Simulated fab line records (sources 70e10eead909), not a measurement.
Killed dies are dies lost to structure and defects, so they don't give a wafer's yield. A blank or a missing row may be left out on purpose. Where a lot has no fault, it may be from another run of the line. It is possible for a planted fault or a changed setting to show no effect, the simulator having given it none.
Which tool is to blame? -- flow nand-harc -- Sampling: 6 lots, 18 wafers, 5 of 1302 route steps

== WHAT THE GAUGES READ, wafer by wafer ==
NHARC_END_SORT_01.
lot -- measured -- on -- killed-at-array

== WHICH TOOL RAN EACH LOT (tool, then ch and the chambers of the sampled wafers, then the start) ==
lot,NHARC_A_STAIRCASE_STRIP_171,NHARC_A_STAIRCASE_ETCH_13,NHARC_A_STAIRCASE_ETCH_15,NHARC_A_STAIRCASE_TRIM_16
L391,"plasma-asher-01 ch 0,1, day 16 20:28","rie-diel-03 ch 0,3, day 16 22:19","rie-diel-03 ch 1,2, no start","rie-diel-03 ch 2,3, no start"
L399,"plasma-asher-02 ch 0,1, day 20 01:28","rie-diel-12 ch 1,2,3, day 20 08:51","rie-diel-12 ch 1,2,3, no start","rie-diel-12 ch 0,1,2, no start"
L406,"plasma-asher-01 ch 0,1, day 22 07:07","rie-diel-03 ch 1,2,3, day 22 08:55","rie-diel-03 ch 1,2, no start","rie-diel-03 ch 1,2,3, no start"
L408,"plasma-asher-01 ch 0,1, day 23 18:18","rie-diel-03 ch 0,3, day 23 20:04","rie-diel-03 ch 0,3, no start","rie-diel-03 ch 0,1,2, no start"
L410,"plasma-asher-02 ch 0,1, day 24 11:46","rie-diel-12 ch 0,3, day 24 13:23","rie-diel-12 ch 0,2,3, no start","rie-diel-12 ch 0,1,3, no start"
L412,"plasma-asher-01 ch 1, day 24 17:24","rie-diel-13 ch 0,2,3, day 24 19:17","rie-diel-13 ch 0,1,2, no start","rie-diel-13 ch 1,2,3, no start"
- NHARC_A_STAIRCASE_STRIP_171: strips in O2.
- NHARC_A_STAIRCASE_ETCH_13: etches the open film in C4F8/O2, target depth 100 nm, time 40.5 s.
- NHARC_A_STAIRCASE_ETCH_15: etches the open film in C4F8/O2, target depth 100 nm, time 40.5 s.
- NHARC_A_STAIRCASE_TRIM_16: chemistry O2, time 211.2 s.

== THE ANSWER, worked out from the rows above alone ==
Rule: usual is defined by the lots themselves. The widest of any qualifying gaps counts: lots, ordered by their means at a reading, are off when they make up no more than a third of the lots, leave a main group of 4 or more, and stand apart from it by 3 or more times the standard deviation of that group's means. If all means in a main group match to the digits the tables above print for the reading, that group is not used. A lot without any number at a reading at which 4 lots or more have one is off too. All remaining lots with rows at the step are treated as sound.
Across all readings shown, no lot is off: no conclusion can be drawn from this.

== WHAT THE SIMULATOR HAD PUT IN ==
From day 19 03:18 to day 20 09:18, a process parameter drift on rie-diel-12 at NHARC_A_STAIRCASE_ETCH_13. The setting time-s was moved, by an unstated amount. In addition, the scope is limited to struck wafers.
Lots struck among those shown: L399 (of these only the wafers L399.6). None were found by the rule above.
